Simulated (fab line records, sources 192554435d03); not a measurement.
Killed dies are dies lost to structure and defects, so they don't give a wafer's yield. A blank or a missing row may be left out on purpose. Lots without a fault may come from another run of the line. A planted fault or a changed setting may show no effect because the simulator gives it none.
A struck lot beside a sound one | flow n5_finfet | 20 steps out of a route of 1938
Sound: wafers L538.1, L538.5, L538.6. Struck: wafers L537.1, L537.2, L537.4. The cause comes at the end.
At each step with rows: each side's tool, then ch and its chambers, then its first start. Under that, the readings that differ: sound wafers | struck wafers | difference of the means | sigmas: that difference in standard deviations of wafers without a fault.
alike: readings whose means differ by less than 2 such deviations, and words and numbers that are the same on both sides. not compared: withheld readings, readings that some wafer has no value for, bounds like >300 that may hide the same value, and numbers for which the record gives no deviation and whose values overlap.
The two part at a step that has a row with sigmas, a row that says differs or no value, or rows on one side only. Numbers that don't overlap but have no deviation are shown without sigmas and don't part them. A reading that every wafer of one side lacks parts them only if that side has two wafers or more.

first, 8 steps without rows for these wafers: N5_BEOL_M13_DESCUM_15 (chemistry O2, time 7.9 s); N5_BEOL_M13_ETCH_59 (etches BARC in N2/H2, target depth 89 nm, overetch 26.7 nm, time 67.9 s); N5_BEOL_M13_VIA_ETCH_16 (etches SiOC in C4F8/O2/Ar, target depth 921.7 nm); N5_BEOL_M13_STRIP_63 (strips in N2/H2); N5_BEOL_M13_STRIP_64 (strips in N2/H2); N5_BEOL_M13_STRIP_71 (strips in post etch residue remover, time 60 s); N5_BEOL_M13_SRD_72 (time 30 s, dry time 30 s); N5_BEOL_M13_COAT_65 (time 60 s, resist thk 350 nm).
N5_BEOL_M13_COAT_66: time 60 s, resist thk 110 nm.
  sound on litho_track-02 ch 0, day 16 13:47; struck on litho_track-05 ch 0, day 16 01:29
  reading                                     | sound                | struck               | difference | sigmas
  spin_speed_rpm (rpm)                        | 1501.7 1500.6 1499.1 | 1672.3 1673.5 1673.5 | +172.6     | +99 or more
  model.SiARC_of_BEOL_M13_COAT_66.thk_nm (nm) | 110.6 110.6 110.4    | 104.8 104.6 104.6    | -5.9       |
then, 8 steps without rows for these wafers: N5_BEOL_M13_COAT_22 (resist thk 300 nm); N5_BEOL_M13_EBR_24; N5_BEOL_M13_SOFTBAKE_23 (time 60 s); N5_BEOL_M13_EXPOSE_25 (exposes mask M13, target cd 210 nm); N5_BEOL_M13_PEB_26 (peb time 90 s); N5_BEOL_M13_DEVELOP_27 (develop time 45 s); N5_BEOL_M13_HARDBAKE_32 (time 120 s); N5_BEOL_M13_DESCUM_33 (chemistry O2, time 7.9 s).
N5_BEOL_M13_ETCH_67: etches SiARC in CF4, target depth 143 nm, time 238.3 s.
  sound on rie_diel-03 ch 0,1,2, day 16 14:11; struck on rie_diel-04 ch 0,2, day 16 02:13
  reading                                    | sound             | struck            | difference | sigmas
  etch_rf_on_time_s (s)                      | 232 244 246       | 226 223 226       | -16        | -3
  model.etch.depth_nm (nm)                   | 110.5 110.5 110.4 | 104.8 104.7 104.6 | -5.8       |
  model.coat_of_BEOL_M13_COAT_22.thk_nm (nm) | 212 212.4 212.6   | 215.6 215.4 214.8 | +2.9       |
  alike: drypump_motor_current_A, oes_product_au, rf_vpp_V, showerhead_plenum_p_Torr, throttle_valve_pct
  not compared: rf_hours_counter_h
N5_BEOL_M13_ETCH_68: etches SOC in N2/H2, time 355 s.
  sound on rie_diel-03 ch 0,1,2, day 16 14:20; struck on rie_diel-04 ch 0,2, day 16 02:22
  reading                                     | sound          | struck         | difference | sigmas
  model.SiARC_of_BEOL_M13_COAT_66.thk_nm (nm) | 76.2 77.6 77.8 | 72.4 72.2 72.2 | -4.9       |
  alike: drypump_motor_current_A, oes_product_au, rf_vpp_V, showerhead_plenum_p_Torr, throttle_valve_pct
  not compared: rf_hours_counter_h
then, 1 step without rows for these wafers: N5_BEOL_M13_STRIP_69 (strips in N2/H2).

WHERE THEY PART
First at N5_BEOL_M13_COAT_66; last, within this record, at N5_BEOL_M13_ETCH_67. Later steps at which nothing parts them and some readings are alike: N5_BEOL_M13_ETCH_68.

WHY: what the simulator had put in
Process parameter drift: litho_track-05, from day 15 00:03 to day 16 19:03, at N5_BEOL_M13_COAT_66. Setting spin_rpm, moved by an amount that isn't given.
